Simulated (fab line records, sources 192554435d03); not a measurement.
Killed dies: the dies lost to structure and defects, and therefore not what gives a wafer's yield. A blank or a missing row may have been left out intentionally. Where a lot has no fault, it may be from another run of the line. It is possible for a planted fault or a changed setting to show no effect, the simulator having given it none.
fab line records	flow n5_finfet
[record] lots = 7	wafers = 21
route steps=1938 shown BEOL_M4@1053 BEOL_M5@1130 BEOL_M7@1309 BEOL_M8@1370 BEOL_M9@1439 BEOL_M10@1499 BEOL_M11@1562
start_h: start of the lot's first displayed wafer, in hours after the record's first day	wait_h: hours since the lot's step before	" repeats the value in the row above	L1.1+2: one row covering several wafers at once	- value missing, or start not given	* or withheld: withheld	< > ~ a bound
route shown NAME@n: a module of which the file shows steps, and the number in the route of the first	usual: average and standard deviation across the fault-free wafers	same: alike in all rows	chamber/n: place in a boat	sites: per-site readings	_std_site: standard deviation across them	_edge_site: inner sites' mean taken away from outer sites' mean	radius_mm: how far each site lies from the wafer's centre	mask NAME#n: copy n	behind: the most recent tool/chamber to have shaped the wafer	hold: why the lot was held/for how many hours/how that ended	device: which transistor (n, p or np) failed to switch	end of line: the tests these same wafers got at the end of their route	for a step that has no rows: nothing shown but its recipe	killed: not the wafer's yield, but the dies lost to structure and defects at the first sort	map: the dies of a wafer, with x for killed, . for not killed, _ for no die there
set.NAME: the setting that was run; set.NAME@STEP: the one run at that earlier step	model.NAME: the simulator's own value behind a step, which no gauge read
lots run with intentionally changed settings; tables by step, rows by wafer
[[steps]]
[step N5_BEOL_M4_EXPOSE_25]
[recipe] mask_id = V3	na = 0.33	source_shape = quasar	sigma_inner = 0.2	sigma_outer = 0.8	polarization = unpolarized	defocus_nm = 5	dose_mj = 63
lot.wafer	tool	chamber	start_h	wait_h	mask	set.dose_mj
L075.2+6	euv_scanner-01	0	151.26	-	V3#0	63
L075.3	"	0	"	"	V3#0	59.97
L074.2+4	euv_scanner-02	0	151.48	-	V3#0	61.62
L074.3	"	0	"	"	V3#0	63
L077.1	euv_scanner-02	0	170.28	-	V3#0	64.8
L077.5+6	"	0	"	"	V3#0	63
L078.1+3+6	euv_scanner-01	0	180.21	-	V3#0	63
L088.2	euv_scanner-02	0	239.66	-	V3#0	67.52
L088.4+5	"	0	"	"	V3#0	63
L095.1	euv_scanner-02	0	273.51	-	V3#0	63
L095.3+5	"	0	"	"	V3#0	59.02
L096.1+3	euv_scanner-01	0	288.94	-	V3#0	61.49
L096.5	"	0	"	"	V3#0	63
[step N5_BEOL_M4_PEB_26]
[recipe] peb_temp_c = 100	peb_time_s = 60	resist = CAR-EUV
[step N5_BEOL_M4_DEVELOP_27]
[recipe] develop_time_s = 30	developer = TMAH	resist = CAR-EUV	rinse_liquid = surfactant_rinse	dry = air_spin	dev_temp_c = 23
[step N5_BEOL_M4_CD_MEAS_28]
[recipe] target_cd_nm = 26.2	landing_energy_ev = 500	detector = se_inlens	target_cd_y_nm = 24.1	polarity = opening
[usual] cd_nm = 26.20/0.25
lot.wafer	tool	chamber	start_h	wait_h	set.dose_mj@BEOL_M4_EXPOSE_25	cd_nm
L075.2	cd_sem-03	0	151.40	-	63	26.30
L075.3	"	0	"	"	59.97	25.40
L075.6	"	0	"	"	63	26.31
L074.2	cd_sem-03	0	151.62	-	61.62	25.90
L074.3	"	0	"	"	63	26.02
L074.4	"	0	"	"	61.62	26.10
L077.1	cd_sem-03	0	170.42	-	64.8	26.76
L077.5	"	0	"	"	63	26.14
L077.6	"	0	"	"	63	26.47
L078.1	cd_sem-01	0	180.36	-	63	26.07
L078.3	"	0	"	"	63	25.90
L078.6	"	0	"	"	63	25.72
L088.2	cd_sem-03	0	239.80	-	67.52	27.65
L088.4	"	0	"	"	63	26.32
L088.5	"	0	"	"	63	26.43
L095.1	cd_sem-01	0	273.66	-	63	25.93
L095.3	"	0	"	"	59.02	24.56
L095.5	"	0	"	"	59.02	24.81
L096.1	cd_sem-02	0	289.09	-	61.49	25.84
L096.3	"	0	"	"	61.49	25.81
L096.5	"	0	"	"	63	26.36
[step N5_BEOL_M4_ALD_98]
[recipe] material = SiO2	target_thk_a = 25	temp_c = 100	ald_precursor_family = BDEAS	ald_co_reactant = O2-plasma	pulse_time_s = 1	co_reactant_pulse_time_s = 1	purge_time_s = 2	co_reactant_purge_time_s = 2	ald_cycles = 17	pressure_torr = 2
lot.wafer	tool	chamber	start_h	wait_h	set.ald_cycles	model.SiO2_of_BEOL_M4_ALD_98.thk_nm
L075.2+3	ald_sin-02	0,2	151.65	0.1	16	2.4
L075.6	"	0	"	"	17	2.4
L074.2+3	ald_sin-01	0,2	151.87	0.1	19	2.8
L074.4	"	3	"	"	17	2.4
L077.1	ald_sin-02	2	170.68	0.1	17	2.4
L077.5	"	3	"	"	17	2.6
L077.6	"	2	"	"	18	2.6
L078.1+6	ald_sin-01	0,1	180.61	0.1	17	2.4
L078.3	"	1	"	"	17	2.6
L088.2	ald_sin-03	0	240.16	0.2	17	2.4
L088.4+5	"	3,0	"	"	17	2.6
L095.1+3+5	ald_sin-02	0,0,1	275.73	1.2	17	2.4
L096.1	ald_sin-02	0	289.46	0.2	17	2.4
L096.3+5	"	1,3	"	"	20	3
[step N5_BEOL_M5_ETCH_72]
[recipe] chemistry = N2/H2	target = underlayer	target_depth_a = 65	mask_material = CAR-EUV	time_s = 5.2	ion_energy_ev = 200	pressure_mtorr = 30	source_w = 840	bias_w = 150	n2_flow_sccm = 200	h2_flow_sccm = 200	ends = cleared
[usual] etch_rf_on_time_s = 5.22/0.11	rf_vpp_V = 523.6/2.8
lot.wafer	tool	chamber	start_h	wait_h	set.bias_w	etch_rf_on_time_s	rf_vpp_V
L074.2	rie_diel-03	0	159.64	0.0	150	5.35	522.9
L074.3	"	3	"	"	150	5.25	525.8
L074.4	"	1	"	"	150	5.29	521.4
L075.2	rie_diel-05	1	163.20	0.0	150	5.19	526.5
L075.3	"	3	"	"	123.9	5.66	466.2
L075.6	"	1	"	"	150	5.26	527.7
L077.1	rie_diel-03	1	182.21	0.0	150	5.22	523.3
L077.5	"	1	"	"	125.9	5.72	468.6
L077.6	"	3	"	"	150	5.28	527.4
L078.1	rie_diel-03	3	188.00	0.0	150	5.23	525.9
L078.3	"	2	"	"	150	5.21	521.1
L078.6	"	3	"	"	150	5.23	525.7
L088.2	rie_diel-03	0	250.01	0.0	160.2	5.24	546.9
L088.4	"	1	"	"	160.2	5.09	542.1
L088.5	"	0	"	"	150	5.47	522.7
L095.1	rie_diel-03	1	283.99	0.0	158.4	5.09	539.7
L095.3	"	2	"	"	150	5.20	523.2
L095.5	"	0	"	"	158.4	5.22	542.9
L096.1	rie_diel-01	1	298.67	0.0	160	4.91	546.9
L096.3	"	2	"	"	160	5.05	543.5
L096.5	"	2	"	"	150	5.23	522.2
[step N5_BEOL_M5_COAT_22]
[recipe] resist = CAR-EUV	spin_rpm = 1500	resist_thk_nm = 30
lot.wafer	tool	chamber	start_h	wait_h	set.spin_rpm	model.CAR-EUV_of_BEOL_M5_COAT_22.thk_nm
L074.2	litho_track-03	0	-	-	1500	30
L074.3+4	"	0	"	"	1500	30.2
L075.2+3+6	litho_track-03	0	-	-	1500	30
L077.1+6	litho_track-04	0	-	-	1500	30
L077.5	"	0	"	"	1572	29.4
L078.1+3+6	litho_track-04	0	-	-	1500	30
L088.2	litho_track-02	0	-	-	1397	31
L088.4	"	0	"	"	1500	30.2
L088.5	"	0	"	"	1500	30
L095.1+3+5	litho_track-02	0	-	-	1500	30
L096.1	litho_track-03	0	-	-	1500	30
L096.3+5	"	0	"	"	1442	30.6
[step N5_BEOL_M5_EBR_24]
[recipe] solvent = PGMEA	ebr_width_mm = 1.5
[step N5_BEOL_M5_SOFTBAKE_23]
[recipe] temp_c = 110	time_s = 60	resist = CAR-EUV
[step N5_BEOL_M5_EXPOSE_25]
[recipe] mask_id = V4	na = 0.33	source_shape = quasar	sigma_inner = 0.2	sigma_outer = 0.6	polarization = unpolarized	defocus_nm = 10	dose_mj = 52.75
[step N5_BEOL_M5_PEB_26]
[recipe] peb_temp_c = 100	peb_time_s = 60	resist = CAR-EUV
[step N5_BEOL_M5_DEVELOP_27]
[recipe] develop_time_s = 30	developer = TMAH	resist = CAR-EUV	rinse_liquid = surfactant_rinse	dry = air_spin	dev_temp_c = 23
lot.wafer	tool	chamber	start_h	wait_h	set.spin_rpm@BEOL_M5_COAT_22	model.CAR-EUV_of_BEOL_M5_COAT_22.thk_nm
L074.2+3+4	litho_track-03	0	-	-	1500	29.6
L075.2+3+6	litho_track-03	0	-	-	1500	29.6
L077.1+6	litho_track-02	0	-	-	1500	29.6
L077.5	"	0	"	"	1572	28.8
L078.1+3+6	litho_track-02	0	-	-	1500	29.6
L088.2	litho_track-04	0	-	-	1397	30.6
L088.4+5	"	0	"	"	1500	29.6
L095.1	litho_track-02	0	-	-	1500	29.4
L095.3+5	"	0	"	"	1500	29.6
L096.1	litho_track-02	0	-	-	1500	29.4
L096.3+5	"	0	"	"	1442	30.2
[step N5_BEOL_M5_TRENCH_ETCH_37]
[recipe] chemistry = C4F6/O2	target_depth_a = 716.52	target = SiCOH_lowk	time_s = 24.7	ion_energy_ev = 250	pressure_mtorr = 30	source_w = 345	bias_w = 185	Ar_flow_sccm = 300	C4F6_flow_sccm = 10	O2_flow_sccm = 10
[usual] rf_vpp_V = 660/15
lot.wafer	tool	chamber	start_h	wait_h	set.bias_w	rf_vpp_V
L074.2	rie_diel-01	0	-	-	185	644
L074.3	"	2	"	"	205.9	732
L074.4	"	1	"	"	205.9	734
L075.2	rie_diel-01	3	-	-	185	652
L075.3	"	1	"	"	185	675
L075.6	"	0	"	"	171.6	606
L077.1	rie_diel-05	3	-	-	172.7	644
L077.5	"	2	"	"	172.7	628
L077.6	"	1	"	"	185	663
L078.1	rie_diel-05	1	-	-	185	662
L078.3	"	0	"	"	185	636
L078.6	"	3	"	"	185	679
L088.2	rie_diel-01	3	-	-	185	650
L088.4	"	2	"	"	155.8	587
L088.5	"	1	"	"	185	675
L095.1	rie_diel-05	0	-	-	199.4	677
L095.3	"	2	"	"	185	662
L095.5	"	0	"	"	199.4	676
L096.1	rie_diel-01	0	-	-	185	641
L096.3	"	2	"	"	161.8	602
L096.5	"	0	"	"	185	642
[step N5_BEOL_M5_ETCH_41]
[recipe] chemistry = CH3F/O2	target = SiCN	target_depth_a = 315	taper_deg = 2	time_s = 56.7	ion_energy_ev = 120	mask_material = TiN	pressure_mtorr = 30	source_w = 395	bias_w = 75	Ar_flow_sccm = 150	CH3F_flow_sccm = 30	O2_flow_sccm = 20
[usual] rf_vpp_V = 297.3/1.9
lot.wafer	tool	chamber	start_h	wait_h	set.source_w	rf_vpp_V
L074.2	rie_diel-01	0	-	-	446.4	286.0
L074.3	"	2	"	"	395	296.5
L074.4	"	1	"	"	395	298.4
L075.2	rie_diel-01	3	-	-	395	294.9
L075.3	"	1	"	"	372.4	304.9
L075.6	"	0	"	"	395	298.4
L077.1	rie_diel-05	3	-	-	395	298.6
L077.5	"	2	"	"	414.5	295.0
L077.6	"	1	"	"	414.5	295.3
L078.1	rie_diel-05	1	-	-	395	300.8
L078.3	"	0	"	"	395	295.0
L078.6	"	3	"	"	395	298.2
L088.2	rie_diel-01	3	-	-	395	293.4
L088.4	"	2	"	"	395	296.5
L088.5	"	1	"	"	368.8	305.1
L095.1	rie_diel-05	0	-	-	462	279.5
L095.3	"	2	"	"	462	284.9
L095.5	"	0	"	"	395	294.9
L096.1	rie_diel-01	0	-	-	395	297.2
L096.3	"	2	"	"	395	296.5
L096.5	"	0	"	"	395	297.6
[step N5_BEOL_M7_ETCH_41]
[recipe] chemistry = CH3F/O2	target = SiCN	target_depth_a = 319	taper_deg = 2	time_s = 57.8	ion_energy_ev = 120	mask_material = TiN	pressure_mtorr = 30	source_w = 395	bias_w = 75	Ar_flow_sccm = 150	CH3F_flow_sccm = 30	O2_flow_sccm = 20
[usual] rf_vpp_V = 297.2/1.8
lot.wafer	tool	chamber	start_h	wait_h	set.source_w	rf_vpp_V
L074.2	rie_diel-03	3	-	-	395	299.0
L074.3	"	0	"	"	395	297.7
L074.4	"	1	"	"	395	297.0
L075.2	rie_diel-01	3	-	-	395	294.9
L075.3	"	2	"	"	458	282.4
L075.6	"	2	"	"	458	283.0
L077.1	rie_diel-03	0	-	-	395	297.4
L077.5	"	0	"	"	395	297.3
L077.6	"	3	"	"	395	296.6
L078.1	rie_diel-03	1	-	-	395	296.7
L078.3	"	0	"	"	395	298.5
L078.6	"	3	"	"	395	298.4
L088.2	rie_diel-05	2	-	-	395	299.4
L088.4	"	0	"	"	454.1	280.5
L088.5	"	0	"	"	395	293.6
L095.1	rie_diel-01	1	-	-	395	298.0
L095.3	"	3	"	"	351.3	306.6
L095.5	"	0	"	"	395	297.6
L096.1	rie_diel-01	1	-	-	395	297.0
L096.3	"	3	"	"	457.7	281.3
L096.5	"	3	"	"	395	295.3
[step N5_BEOL_M8_ETCH_65]
[recipe] chemistry = CF4	target = SiARC	target_depth_a = 156	mask_material = CAR-EUV	time_s = 26	ion_energy_ev = 80	pressure_mtorr = 40	source_w = 545	bias_w = 36	Ar_flow_sccm = 100	cf4_flow_sccm = 100	ends = cleared
[usual] etch_rf_on_time_s = 25.8/0.68	rf_vpp_V = 184.0/1.2
lot.wafer	tool	chamber	start_h	wait_h	set.source_w	etch_rf_on_time_s	rf_vpp_V
L074.2	rie_diel-04	1	188.92	0.0	545	24.8	183.5
L074.3	"	0	"	"	489.9	28.9	191.2
L074.4	"	2	"	"	545	26.5	184.7
L075.2	rie_diel-02	1	193.64	0.0	449.3	30.3	198.3
L075.3	"	3	"	"	545	25.0	185.4
L075.6	"	2	"	"	449.3	31.0	196.0
L077.1	rie_diel-04	2	213.49	0.0	545	26.2	183.4
L077.5	"	1	"	"	545	24.7	183.3
L077.6	"	3	"	"	545	25.9	183.4
L078.1	rie_diel-04	2	221.86	0.0	545	26.3	182.5
L078.3	"	1	"	"	545	24.7	185.1
L078.6	"	2	"	"	545	26.2	183.8
L088.2	rie_diel-02	3	276.97	0.0	507.5	27.2	189.4
L088.4	"	1	"	"	507.5	27.0	190.1
L088.5	"	0	"	"	545	26.0	184.8
L095.1	rie_diel-04	2	307.57	0.0	625.1	23.3	174.8
L095.3	"	0	"	"	545	26.3	182.2
L095.5	"	1	"	"	625.1	22.2	176.7
L096.1	rie_diel-02	3	327.10	0.0	612.2	22.6	177.7
L096.3	"	1	"	"	545	24.9	184.5
L096.5	"	1	"	"	545	24.9	185.0
[step N5_BEOL_M9_ETCH_65]
[recipe] chemistry = CF4	target = SiARC	target_depth_a = 156	mask_material = CAR-EUV	time_s = 26	ion_energy_ev = 80	pressure_mtorr = 40	source_w = 545	bias_w = 36	Ar_flow_sccm = 100	cf4_flow_sccm = 100	ends = cleared
[usual] rf_vpp_V = 184.0/1.3
lot.wafer	tool	chamber	start_h	wait_h	set.bias_w	rf_vpp_V
L074.2	rie_diel-03	0	196.22	0.0	36	184.3
L074.3	"	1	"	"	31.17	166.5
L074.4	"	3	"	"	31.17	170.1
L075.2	rie_diel-05	0	204.05	0.0	36	181.4
L075.3	"	2	"	"	36	185.9
L075.6	"	3	"	"	36	183.9
L077.1	rie_diel-03	3	221.10	0.0	36	184.9
L077.5	"	3	"	"	30.96	167.8
L077.6	"	0	"	"	30.96	167.2
L078.1	rie_diel-05	1	230.53	0.0	36	186.4
L078.3	"	0	"	"	36	182.2
L078.6	"	1	"	"	36	185.7
L088.2	rie_diel-03	1	284.24	0.0	36	183.2
L088.4	"	3	"	"	36	184.4
L088.5	"	2	"	"	36	182.8
L095.1	rie_diel-05	1	314.22	0.0	36	185.9
L095.3	"	0	"	"	36	181.1
L095.5	"	0	"	"	36	182.7
L096.1	rie_diel-01	0	333.77	0.0	36	184.2
L096.3	"	1	"	"	36	184.9
L096.5	"	0	"	"	36	184.4
[step N5_BEOL_M9_ETCH_66]
[recipe] chemistry = N2/H2	target = SOC	target_depth_a = 800	overetch_a = 160	mask_material = SiARC	temp_c = 40	time_s = 120	ion_energy_ev = 200	pressure_mtorr = 30	source_w = 840	bias_w = 150	n2_flow_sccm = 200	h2_flow_sccm = 200
lot.wafer	tool	chamber	start_h	wait_h	set.time_s	model.SiARC_of_BEOL_M9_COAT_64.thk_nm
L074.2	rie_diel-03	0	196.25	0.0	120	6.6
L074.3	"	1	"	"	112.4	6.8
L074.4	"	3	"	"	112.4	7
L075.2	rie_diel-05	0	204.07	0.0	131.4	5.8
L075.3+6	"	2,3	"	"	120	6.4
L077.1+5	rie_diel-03	3	221.12	0.0	120	6.8
L077.6	"	0	"	"	120	6.6
L078.1+6	rie_diel-05	1	230.56	0.0	120	6.4
L078.3	"	0	"	"	120	6.2
L088.2	rie_diel-03	1	284.26	0.0	120	6.4
L088.4	"	3	"	"	94.15	7.8
L088.5	"	2	"	"	94.15	7.6
L095.1	rie_diel-05	1	314.25	0.0	120	6.6
L095.3+5	"	0	"	"	93.02	7.8
L096.1	rie_diel-01	0	333.79	0.0	146.1	5.2
L096.3	"	1	"	"	120	6.2
L096.5	"	0	"	"	146.1	5.4
[step N5_BEOL_M10_EXPOSE_25]
[recipe] mask_id = V9	na = 1.35	source_shape = annular	sigma_inner = 0.5	sigma_outer = 0.8	polarization = unpolarized	dose_mj = 85.5
lot.wafer	tool	chamber	start_h	wait_h	mask	set.dose_mj
L074.2+4	arfi_scanner-01	0	205.39	-	V9#0	81.41
L074.3	"	0	"	"	V9#0	85.5
L075.2+3	arfi_scanner-01	0	212.99	-	V9#0	85.5
L075.6	"	0	"	"	V9#0	80.23
L077.1+5	arfi_scanner-03	0	227.42	-	V9#0	85.5
L077.6	"	0	"	"	V9#0	83.06
L078.1+3+6	arfi_scanner-02	0	237.72	-	V9#0	85.5
L088.2	arfi_scanner-02	0	293.14	-	V9#0	79.8
L088.4+5	"	0	"	"	V9#0	85.5
L095.1+3+5	arfi_scanner-01	0	321.94	-	V9#0	85.5
L096.1	arfi_scanner-01	0	339.58	-	V9#0	88.06
L096.3+5	"	0	"	"	V9#0	85.5
[step N5_BEOL_M10_PEB_26]
[recipe] peb_temp_c = withheld	peb_time_s = 60	resist = CAR-ArF
lot.wafer	tool	chamber	start_h	wait_h	set.peb_time_s
L074.2+3+4	litho_track-03	0	205.44	0.1	60
L075.2	litho_track-03	0	213.04	0.1	66.75
L075.3+6	"	0	"	"	60
L077.1+5+6	litho_track-03	0	227.48	0.1	60
L078.1+3+6	litho_track-04	0	237.79	0.1	60
L088.2	litho_track-02	0	293.20	0.1	56.4
L088.4+5	"	0	"	"	60
L095.1	litho_track-04	0	322.01	0.1	60
L095.3+5	"	0	"	"	71.65
L096.1+3	litho_track-02	0	339.65	0.1	60
L096.5	"	0	"	"	49.98
[step N5_BEOL_M10_DEVELOP_27]
[recipe] develop_time_s = 30	developer = TMAH	resist = CAR-ArF	rinse_liquid = diw	dry = air_spin	dev_temp_c = 23
[step N5_BEOL_M10_CD_MEAS_28]
[recipe] target_cd_nm = 70	landing_energy_ev = 500	detector = se_inlens	polarity = opening
[usual] cd_nm = 69.8/1.2
lot.wafer	tool	chamber	start_h	wait_h	set.dose_mj@BEOL_M10_EXPOSE_25	set.peb_time_s@BEOL_M10_PEB_26	cd_nm
L074.2	cd_sem-03	0	205.51	-	81.41	60	67.0
L074.3	"	0	"	"	85.5	60	69.1
L074.4	"	0	"	"	81.41	60	66.5
L075.2	cd_sem-03	0	213.11	-	85.5	66.75	73.5
L075.3	"	0	"	"	85.5	60	68.5
L075.6	"	0	"	"	80.23	60	63.5
L077.1	cd_sem-01	0	227.55	-	85.5	60	68.2
L077.5	"	0	"	"	85.5	60	68.0
L077.6	"	0	"	"	83.06	60	66.2
L078.1	cd_sem-03	0	237.85	-	85.5	60	69.5
L078.3	"	0	"	"	85.5	60	70.3
L078.6	"	0	"	"	85.5	60	70.2
L088.2	cd_sem-03	0	293.27	-	79.8	56.4	62.1
L088.4	"	0	"	"	85.5	60	70.2
L088.5	"	0	"	"	85.5	60	70.6
L095.1	cd_sem-02	0	322.08	-	85.5	60	70.3
L095.3	"	0	"	"	85.5	71.65	77.0
L095.5	"	0	"	"	85.5	71.65	76.1
L096.1	cd_sem-02	0	339.71	-	88.06	60	73.5
L096.3	"	0	"	"	85.5	60	70.8
L096.5	"	0	"	"	85.5	49.98	62.9
[step N5_BEOL_M11_COAT_22]
[recipe] resist = CAR-ArF	spin_rpm = 1500	resist_thk_nm = 90
lot.wafer	tool	chamber	start_h	wait_h	set.spin_rpm	model.CAR-ArF_of_BEOL_M11_COAT_22.thk_nm
L074.2	litho_track-05	0	-	-	1500	90.2
L074.3	"	0	"	"	1500	90.4
L074.4	"	0	"	"	1500	90
L075.2	litho_track-01	0	-	-	1500	90.4
L075.3	"	0	"	"	1500	90.2
L075.6	"	0	"	"	1500	90
L077.1	litho_track-05	0	-	-	1500	89.8
L077.5	"	0	"	"	1598	87
L077.6	"	0	"	"	1500	90
L078.1+3	litho_track-01	0	-	-	1500	90
L078.6	"	0	"	"	1500	89.8
L088.2	litho_track-05	0	-	-	1500	90.2
L088.4	"	0	"	"	1500	90
L088.5	"	0	"	"	1500	89.6
L095.1	litho_track-01	0	-	-	1556	87.6
L095.3	"	0	"	"	1500	89.6
L095.5	"	0	"	"	1556	88.4
L096.1	litho_track-01	0	-	-	1616	86.4
L096.3	"	0	"	"	1616	86.2
L096.5	"	0	"	"	1500	89.6
[[key]]
[split] step = N5_BEOL_M4_EXPOSE_25	setting = dose_mj	stated = 63	by = wafer
[response] step = N5_BEOL_M4_CD_MEAS_28	reading = cd_nm	change = +0.18	per = 1%	r = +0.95
[split] step = N5_BEOL_M4_ALD_98	setting = ald_cycles	stated = 17	by = wafer
[response] step = N5_BEOL_M4_ALD_98	reading = model.SiO2_of_BEOL_M4_ALD_98.thk_nm	change = +0.0306	per = 1%	r = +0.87
[split] step = N5_BEOL_M5_ETCH_72	setting = bias_w	stated = 150	by = wafer
[response] step = N5_BEOL_M5_ETCH_72	reading = etch_rf_on_time_s	change = *	per = 1%	r = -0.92
[response] step = N5_BEOL_M5_ETCH_72	reading = rf_vpp_V	change = +3.48	per = 1%	r = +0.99
[split] step = N5_BEOL_M5_COAT_22	setting = spin_rpm	stated = 1500	by = wafer
[response] step = N5_BEOL_M5_COAT_22	reading = model.CAR-EUV_of_BEOL_M5_COAT_22.thk_nm	change = -0.134	per = 1%	r = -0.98
[response] step = N5_BEOL_M5_DEVELOP_27	reading = model.CAR-EUV_of_BEOL_M5_COAT_22.thk_nm	change = -0.162	per = 1%	r = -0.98
[split] step = N5_BEOL_M5_TRENCH_ETCH_37	setting = bias_w	stated = 185	by = wafer
[response] step = N5_BEOL_M5_TRENCH_ETCH_37	reading = rf_vpp_V	change = +4.9	per = 1%	r = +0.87
[split] step = N5_BEOL_M5_ETCH_41	setting = source_w	stated = 395	by = wafer
[response] step = N5_BEOL_M5_ETCH_41	reading = rf_vpp_V	change = -0.887	per = 1%	r = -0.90
[split] step = N5_BEOL_M7_ETCH_41	setting = source_w	stated = 395	by = wafer
[response] step = N5_BEOL_M7_ETCH_41	reading = rf_vpp_V	change = -0.898	per = 1%	r = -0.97
[split] step = N5_BEOL_M8_ETCH_65	setting = source_w	stated = 545	by = wafer
[response] step = N5_BEOL_M8_ETCH_65	reading = etch_rf_on_time_s	change = *	per = 1%	r = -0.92
[response] step = N5_BEOL_M8_ETCH_65	reading = rf_vpp_V	change = -0.597	per = 1%	r = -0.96
[split] step = N5_BEOL_M9_ETCH_65	setting = bias_w	stated = 36	by = wafer
[response] step = N5_BEOL_M9_ETCH_65	reading = rf_vpp_V	change = +1.22	per = 1%	r = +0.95
[split] step = N5_BEOL_M9_ETCH_66	setting = time_s	stated = 120	by = wafer
[response] step = N5_BEOL_M9_ETCH_66	reading = model.SiARC_of_BEOL_M9_COAT_64.thk_nm	change = -0.0522	per = 1%	r = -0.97
[split] step = N5_BEOL_M10_EXPOSE_25	setting = dose_mj	stated = 85.5	by = wafer
[response] step = N5_BEOL_M10_CD_MEAS_28	reading = cd_nm	slope = +0.8	per = 1%	together_with = peb_time_s@BEOL_M10_PEB_26	explained = 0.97
[split] step = N5_BEOL_M10_PEB_26	setting = peb_time_s	stated = 60	by = wafer
[response] step = N5_BEOL_M10_CD_MEAS_28	reading = cd_nm	slope = +0.403	per = 1%	together_with = dose_mj@BEOL_M10_EXPOSE_25	explained = 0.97
[split] step = N5_BEOL_M11_COAT_22	setting = spin_rpm	stated = 1500	by = wafer
[response] step = N5_BEOL_M11_COAT_22	reading = model.CAR-ArF_of_BEOL_M11_COAT_22.thk_nm	change = -0.433	per = 1%	r = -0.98
